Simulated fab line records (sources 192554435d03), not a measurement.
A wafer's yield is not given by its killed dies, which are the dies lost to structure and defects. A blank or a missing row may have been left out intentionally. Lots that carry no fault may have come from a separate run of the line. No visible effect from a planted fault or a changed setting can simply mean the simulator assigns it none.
Split-lot experiment :: flow n5 finfet :: 21 wafers read from 7 lots, route of 1938 steps

THE SPLIT ITSELF
At N5_BEOL_M10_HM_DEP_02 (deposits TiN, target thk 20 nm), the setting target thk a was moved away from the recipe's 200 angstrom on 7 of the 21 wafers read, by -9.8% to +9.3%. The other wafers ran this setting at the recipe's value.

FROM THE SPLIT TO THE READING: what the file shows between them, 4 steps
- N5_BEOL_M10_COAT_59: time 60 s, resist thk 100 nm
- N5_BEOL_M10_COAT_60: time 60 s, resist thk 30 nm
- N5_BEOL_M10_STRIP_68: strips in N2/H2
- N5_BEOL_M10_STRIP_67: strips in CF4

THE READING
etch.depth nm (the simulator's own value, which no gauge read), in nm, at N5_BEOL_M10_HM_OPEN_17 (chemistry Cl2/BCl3, target TiN, target depth 20 nm, overetch 6 nm). There is no usual value for it anywhere in the file. The 14 wafers here that ran the recipe average 19.97 nm, standard deviation 0.24 nm.

wafer: L075.1
tool, chamber at the split: pvd sputter-02, -
target thk a as run, angstrom: 200
against the recipe: recipe
etch.depth nm, nm: 19.68
against lot-mates on the recipe: -

wafer: L075.2
tool, chamber at the split: pvd sputter-02, -
target thk a as run, angstrom: 200
against the recipe: recipe
etch.depth nm, nm: 19.91
against lot-mates on the recipe: -

wafer: L075.5
tool, chamber at the split: pvd sputter-02, -
target thk a as run, angstrom: 200
against the recipe: recipe
etch.depth nm, nm: 19.78
against lot-mates on the recipe: -

wafer: L082.1
tool, chamber at the split: pvd sputter-02, -
target thk a as run, angstrom: 191.8
against the recipe: -4.1%
etch.depth nm, nm: 19.46
against lot-mates on the recipe: -0.73

wafer: L082.3
tool, chamber at the split: pvd sputter-02, -
target thk a as run, angstrom: 200
against the recipe: recipe
etch.depth nm, nm: 20.52
against lot-mates on the recipe: -

wafer: L082.4
tool, chamber at the split: pvd sputter-02, -
target thk a as run, angstrom: 200
against the recipe: recipe
etch.depth nm, nm: 19.85
against lot-mates on the recipe: -

wafer: L080.1
tool, chamber at the split: pvd sputter-01, -
target thk a as run, angstrom: 200
against the recipe: recipe
etch.depth nm, nm: 19.67
against lot-mates on the recipe: -

wafer: L080.5
tool, chamber at the split: pvd sputter-01, -
target thk a as run, angstrom: 186.8
against the recipe: -6.6%
etch.depth nm, nm: 18.56
against lot-mates on the recipe: -1.11

wafer: L080.6
tool, chamber at the split: pvd sputter-01, -
target thk a as run, angstrom: 186.8
against the recipe: -6.6%
etch.depth nm, nm: 18.71
against lot-mates on the recipe: -0.96

wafer: L085.1
tool, chamber at the split: pvd sputter-01, -
target thk a as run, angstrom: 200
against the recipe: recipe
etch.depth nm, nm: 19.72
against lot-mates on the recipe: -

wafer: L085.5
tool, chamber at the split: pvd sputter-01, -
target thk a as run, angstrom: 200
against the recipe: recipe
etch.depth nm, nm: 20.14
against lot-mates on the recipe: -

wafer: L085.6
tool, chamber at the split: pvd sputter-01, -
target thk a as run, angstrom: 200
against the recipe: recipe
etch.depth nm, nm: 20.15
against lot-mates on the recipe: -

wafer: L084.1
tool, chamber at the split: pvd sputter-03, -
target thk a as run, angstrom: 212
against the recipe: +6.0%
etch.depth nm, nm: 21.07
against lot-mates on the recipe: +0.90

wafer: L084.2
tool, chamber at the split: pvd sputter-03, -
target thk a as run, angstrom: 212
against the recipe: +6.0%
etch.depth nm, nm: 21.44
against lot-mates on the recipe: +1.27

wafer: L084.4
tool, chamber at the split: pvd sputter-03, -
target thk a as run, angstrom: 200
against the recipe: recipe
etch.depth nm, nm: 20.17
against lot-mates on the recipe: -

wafer: L089.3
tool, chamber at the split: pvd sputter-03, -
target thk a as run, angstrom: 200
against the recipe: recipe
etch.depth nm, nm: 19.96
against lot-mates on the recipe: -

wafer: L089.4
tool, chamber at the split: pvd sputter-03, -
target thk a as run, angstrom: 200
against the recipe: recipe
etch.depth nm, nm: 19.73
against lot-mates on the recipe: -

wafer: L089.6
tool, chamber at the split: pvd sputter-03, -
target thk a as run, angstrom: 180.4
against the recipe: -9.8%
etch.depth nm, nm: 17.7
against lot-mates on the recipe: -2.14

wafer: L094.1
tool, chamber at the split: pvd sputter-03, -
target thk a as run, angstrom: 200
against the recipe: recipe
etch.depth nm, nm: 20.07
against lot-mates on the recipe: -

wafer: L094.4
tool, chamber at the split: pvd sputter-03, -
target thk a as run, angstrom: 218.7
against the recipe: +9.3%
etch.depth nm, nm: 21.99
against lot-mates on the recipe: +1.84

wafer: L094.6
tool, chamber at the split: pvd sputter-03, -
target thk a as run, angstrom: 200
against the recipe: recipe
etch.depth nm, nm: 20.22
against lot-mates on the recipe: -

THE FIT
A straight line over all 21 wafers: etch.depth nm changes by +0.212 nm for each +1% of target thk a; r = +0.97; the points scatter about the line by 0.24 nm.
The same after taking each lot's own level away (the mean of its wafers on the recipe; 21 wafers): +0.189 nm for each +1%; r = +0.97; scatter 0.19 nm.
According to that fit, moving target thk a by its largest amount changes the reading by 1.9 nm.
From 19.670 to 20.185 nm: that is the span of the lots' own levels, equal to 2.1 times the standard deviation above.
In other words, the slope is changed by the lot-to-lot level; the two fits disagree.
Check: with one of the wafers moved furthest among these (-9.8%) left out of the fit, the line predicts -1.72 nm for it against its lot-mates. It came out at -2.14 nm against them.

THE WHOLE CHAIN: every reading that the file lists as answering this split, in the file's order
step: N5_BEOL_M10_HM_DEP_02
what it does: deposits TiN, target thk 20 nm
reading: TiN_of_BEOL_M10_HM_DEP_02.thk nm (the simulator's own value, which no gauge read)
change (the file's fit): +0.198 nm for each +1% of the setting
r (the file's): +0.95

step: N5_BEOL_M10_HM_OPEN_17
what it does: chemistry Cl2/BCl3, target TiN, target depth 20 nm, overetch 6 nm
reading: etch.depth nm (the simulator's own value, which no gauge read)
change (the file's fit): +0.195 nm for each +1% of the setting
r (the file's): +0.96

THE FILE'S OWN FIT
etch.depth nm changes by +0.195 nm for each +1% of target thk a, r = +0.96.
